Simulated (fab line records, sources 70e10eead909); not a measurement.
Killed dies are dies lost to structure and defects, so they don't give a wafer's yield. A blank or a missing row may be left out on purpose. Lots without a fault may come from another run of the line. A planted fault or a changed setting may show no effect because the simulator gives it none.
Which tool did it? | flow nand_harc | 24 lots, 72 wafers sampled, at 3 steps of a route of 1302

WHAT THE GAUGES READ, wafer by wafer
NHARC_A_CONTACT_CD_MEAS_53. Usual: cd_nm 289.7 nm, standard deviation 0.58.
lot  | measured     | on        | cd_nm (nm)        | flag
L074 | day 21 09:53 | cd_sem-01 | 290.3 289.7 290.6 |
L076 | day 21 23:50 | cd_sem-03 | 289.0 289.7 289.3 |
L075 | day 22 01:58 | cd_sem-01 | 289.9 289.8 290.0 |
L077 | day 22 13:05 | cd_sem-01 | 290.2 290.0 290.0 |
L078 | day 23 04:05 | cd_sem-03 | 289.9 290.1 290.2 |
L079 | day 23 04:32 | cd_sem-01 | 290.3 289.5 289.1 |
L080 | day 24 07:44 | cd_sem-02 | 289.0 288.7 288.8 |
L083 | day 24 16:58 | cd_sem-03 | 289.1 289.1 289.0 |
L081 | day 24 22:17 | cd_sem-01 | 289.4 290.0 289.2 |
L085 | day 25 06:04 | cd_sem-03 | 289.4 289.2 289.0 |
L082 | day 25 08:40 | cd_sem-01 | 289.4 289.5 289.4 |
L084 | day 25 09:26 | cd_sem-03 | 289.2 289.3 288.9 |
L086 | day 25 12:47 | cd_sem-02 | 290.8 290.0 290.0 |
L087 | day 27 17:04 | cd_sem-03 | 289.8 289.6 289.8 |
L089 | day 27 17:06 | cd_sem-02 | 289.4 289.6 289.6 |
L088 | day 28 03:34 | cd_sem-02 | 290.2 290.7 290.2 |
L090 | day 28 05:04 | cd_sem-01 | 289.4 288.6 289.4 |
L093 | day 28 16:13 | cd_sem-03 | 289.2 288.7 289.1 |
L091 | day 28 18:10 | cd_sem-02 | 288.8 289.7 289.5 |
L092 | day 29 15:18 | cd_sem-03 | 290.5 290.6 290.8 |
L094 | day 29 18:08 | cd_sem-02 | 289.7 289.7 289.1 |
L095 | day 30 04:26 | cd_sem-02 | 290.2 290.6 289.7 |
L097 | day 31 00:40 | cd_sem-02 | 289.5 289.1 289.3 |
L096 | day 32 15:29 | cd_sem-02 | 289.9 290.3 290.3 |

WHICH TOOL RAN EACH LOT (tool, then ch and the chambers of the sampled wafers, then the start)
lot  | NHARC_A_CONTACT_ETCH_113             | NHARC_A_CONTACT_ETCH_115
L074 | har_cap_etch-03 ch 0,1, day 21 07:00 | har_cap_etch-03 ch 0,1, day 21 07:20
L076 | har_cap_etch-03 ch 0,1, day 21 20:56 | har_cap_etch-03 ch 0,1, day 21 21:16
L075 | har_cap_etch-02 ch 0,1, day 21 23:02 | har_cap_etch-02 ch 0,1, day 21 23:23
L077 | har_cap_etch-03 ch 0,1, day 22 09:28 | har_cap_etch-03 ch 0,1, day 22 09:55
L078 | har_cap_etch-01 ch 0,1, day 23 01:13 | har_cap_etch-01 ch 0,1, day 23 01:33
L079 | har_cap_etch-02 ch 0,1, day 23 01:28 | har_cap_etch-02 ch 0,1, day 23 01:48
L080 | har_cap_etch-02 ch 0,1, day 24 04:05 | har_cap_etch-02 ch 0,1, day 24 04:32
L083 | har_cap_etch-03 ch 0,1, day 24 14:06 | har_cap_etch-03 ch 0,1, day 24 14:26
L081 | har_cap_etch-01 ch 0,1, day 24 19:23 | har_cap_etch-01 ch 0,1, day 24 19:43
L085 | har_cap_etch-02 ch 0,1, day 25 03:11 | har_cap_etch-02 ch 0,1, day 25 03:32
L082 | har_cap_etch-01 ch 1, day 25 05:04   | har_cap_etch-01 ch 1, day 25 05:25
L084 | har_cap_etch-03 ch 0,1, day 25 05:47 | har_cap_etch-03 ch 0,1, day 25 06:14
L086 | har_cap_etch-01 ch 0,1, day 25 09:25 | har_cap_etch-01 ch 0,1, day 25 09:46
L087 | har_cap_etch-02 ch 0,1, day 27 13:19 | har_cap_etch-02 ch 0,1, day 27 13:47
L089 | har_cap_etch-03 ch 0,1, day 27 14:12 | har_cap_etch-03 ch 0,1, day 27 14:32
L088 | har_cap_etch-01 ch 0,1, day 28 00:28 | har_cap_etch-01 ch 0,1, day 28 00:48
L090 | har_cap_etch-03 ch 0,1, day 28 02:05 | har_cap_etch-03 ch 0,1, day 28 02:25
L093 | har_cap_etch-01 ch 1, day 28 13:21   | har_cap_etch-01 ch 1, day 28 13:41
L091 | har_cap_etch-02 ch 0,1, day 28 14:33 | har_cap_etch-02 ch 0,1, day 28 15:00
L092 | har_cap_etch-01 ch 0,1, day 29 12:24 | har_cap_etch-01 ch 0,1, day 29 12:44
L094 | har_cap_etch-02 ch 0,1, day 29 14:33 | har_cap_etch-02 ch 0,1, day 29 15:01
L095 | har_cap_etch-03 ch 0,1, day 30 01:34 | har_cap_etch-03 ch 0,1, day 30 01:55
L097 | har_cap_etch-03 ch 0,1, day 30 21:49 | har_cap_etch-03 ch 0,1, day 30 22:09
L096 | har_cap_etch-03 ch 1, day 32 12:35   | har_cap_etch-03 ch 1, day 32 12:55
- NHARC_A_CONTACT_ETCH_113: etches the open film in C4F8/O2/Ar, time 190 s, target depth 1850 nm.
- NHARC_A_CONTACT_ETCH_115: etches the open film in C4F8/O2/Ar, time 190 s, target depth 1850 nm.

WHAT THE TOOLS THEMSELVES READ (means of the sampled wafers that have a number; where no wafer has one, the mark that the record gives instead)
The record holds no such reading with a usual standard deviation.

THE ANSWER, worked out from the rows above alone
Rule: a lot is off if the mean of its wafers that have a number lies more than 3 standard deviations from the usual mean. A lot without any number at a reading at which 4 lots or more have one is off too. The other lots that the step has rows for count as sound. The gauges are gone through in route order, then the tools' own readings, and for those a lot's mean is taken as printed above. The first step at which some lot is off is used, and at that step the reading that is off furthest; a lot without a number counts as furthest.
No lot is off at any reading shown: from this, nothing can be told.

WHAT THE SIMULATOR HAD PUT IN
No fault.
